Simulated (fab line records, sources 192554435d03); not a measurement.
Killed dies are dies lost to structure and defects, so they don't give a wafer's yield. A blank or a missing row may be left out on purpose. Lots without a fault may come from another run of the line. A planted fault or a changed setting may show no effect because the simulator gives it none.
Chamber matching | flow n5_finfet | N5_BEOL_M5_DEP_56 on pecvd-01: 3 sister chambers
The step deposits SiCN from 3MS/NH3, target thk 8 nm, time 14 s. 17 wafers are shown with their chamber, then 8 later ones without.

WAFERS WITH THEIR CHAMBER
wafer  | chamber | throttle_valve_pct (%) | showerhead_plenum_p_Torr (Torr)
L610.1 | 2       | 10.2                   | 3.681
L610.4 | 0       | 9.0                    | 3.691
L610.6 | 1       | 10.2                   | 3.679
L613.2 | 1       | 9.9                    | 3.681
L613.5 | 1       | 10.0                   | 3.676
L613.6 | 2       | 10.3                   | 3.679
L614.2 | 0       | 9.0                    | 3.693
L614.4 | 0       | 8.9                    | 3.681
L614.6 | 2       | 10.3                   | 3.669
L615.5 | 0       | 8.7                    | 3.685
L615.6 | 1       | 10.0                   | 3.682
L618.1 | 1       | 10.0                   | 3.686
L618.3 | 1       | 10.0                   | 3.672
L618.4 | 0       | 8.6                    | 3.685
L622.1 | 1       | 10.1                   | 3.675
L622.3 | 2       | 8.8                    | 3.669
L626.1 | 0       | 9.1                    | 3.685

SIGNATURES (means of the wafers above)
reading                  | chamber 0 | chamber 1 | chamber 2 | scatter within a chamber
throttle_valve_pct       | 8.883     | 10.029    | 9.900     | 0.365
showerhead_plenum_p_Torr | 3.68667   | 3.67871   | 3.67450   | 0.00506
Rule: a wafer's distance from a chamber is the root of the sum, over the readings, of the square of ((its reading less the chamber's mean) divided by the reading's scatter). The wafer belongs to the nearest chamber; if the next one is less than 2 further off, it can't be placed. The scatter: the root of (the sum of the squares of (reading less its chamber's mean) over the shown wafers, divided by (wafers less chambers)).

WAFERS WITHOUT THEIR CHAMBER
wafer  | throttle_valve_pct (%) | showerhead_plenum_p_Torr (Torr)
L626.2 | 10.1                   | 3.674
L626.6 | 8.8                    | 3.675
L628.1 | 8.8                    | 3.687
L628.5 | 9.1                    | 3.685
L628.6 | 10.0                   | 3.684
L631.1 | 9.0                    | 3.678
L631.4 | 8.6                    | 3.673
L631.6 | 9.1                    | 3.682

WHICH CHAMBER EACH WENT THROUGH
wafer  | from the rows above          | in truth
L626.2 | can't be placed: 2 or 1      | 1
L626.6 | can't be placed: 0 or 2 or 1 | 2
L628.1 | 0                            | 0
L628.5 | 0                            | 0
L628.6 | can't be placed: 1 or 2      | 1
L631.1 | can't be placed: 0 or 2 or 1 | 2
L631.4 | can't be placed: 0 or 2 or 1 | 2
L631.6 | can't be placed: 0 or 1 or 2 | 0
Placed correctly: 2 of 8. Can't be placed from these rows: 6 (the true chamber is among the candidates in 6). Placed wrongly: 0.
